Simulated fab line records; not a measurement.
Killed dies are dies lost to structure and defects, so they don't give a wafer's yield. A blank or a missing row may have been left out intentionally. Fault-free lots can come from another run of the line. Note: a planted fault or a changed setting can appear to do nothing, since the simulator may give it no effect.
Chamber matching    flow nand harc    NHARC_THIN_TSV_ETCHBACK_48 on rie diel-06: 4 sister chambers
The step etches the open film in C4F8/Ar, target depth 1028.5 nm, time 405.17 s. 4 wafers are shown with their chamber, then 7 later ones without.

## WAFERS WITH THEIR CHAMBER
wafer   chamber  rf vpp V (V)
L605.1  1        550
L607.1  3        543
L610.1  2        550
L610.4  0        546

## WAFERS WITH NO CHAMBER GIVEN
wafer   rf vpp V (V)
L610.6  550
L621.2  551
L621.3  549
L621.5  543
L622.1  541
L622.2  550
L622.3  550

## WHICH CHAMBER EACH WENT THROUGH
wafer   from the rows above      in truth
L610.6  can't be placed: 1 or 2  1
L621.2  can't be placed: 1 or 2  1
L621.3  can't be placed: 1 or 2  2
L621.5  3                        3
L622.1  3                        3
L622.2  can't be placed: 1 or 2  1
L622.3  can't be placed: 1 or 2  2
Correctly placed: 2 of 7. Unplaceable from these rows: 5, with the true chamber sitting among the candidates in 5. Wrongly placed: 0.
How it was worked out, from the rows above alone: a wafer's distance from a chamber is the root of the sum, over the readings, of the square of ((its reading less the chamber's mean) divided by the reading's scatter). The wafer belongs to the nearest chamber; if the next one is less than 2 further off, it can't be placed. For every chamber, the mean is computed from those of its wafers that are shown. The scatter: with one shown wafer a chamber, the root of the mean of the squares of how far each hidden wafer lies from its nearest shown one.
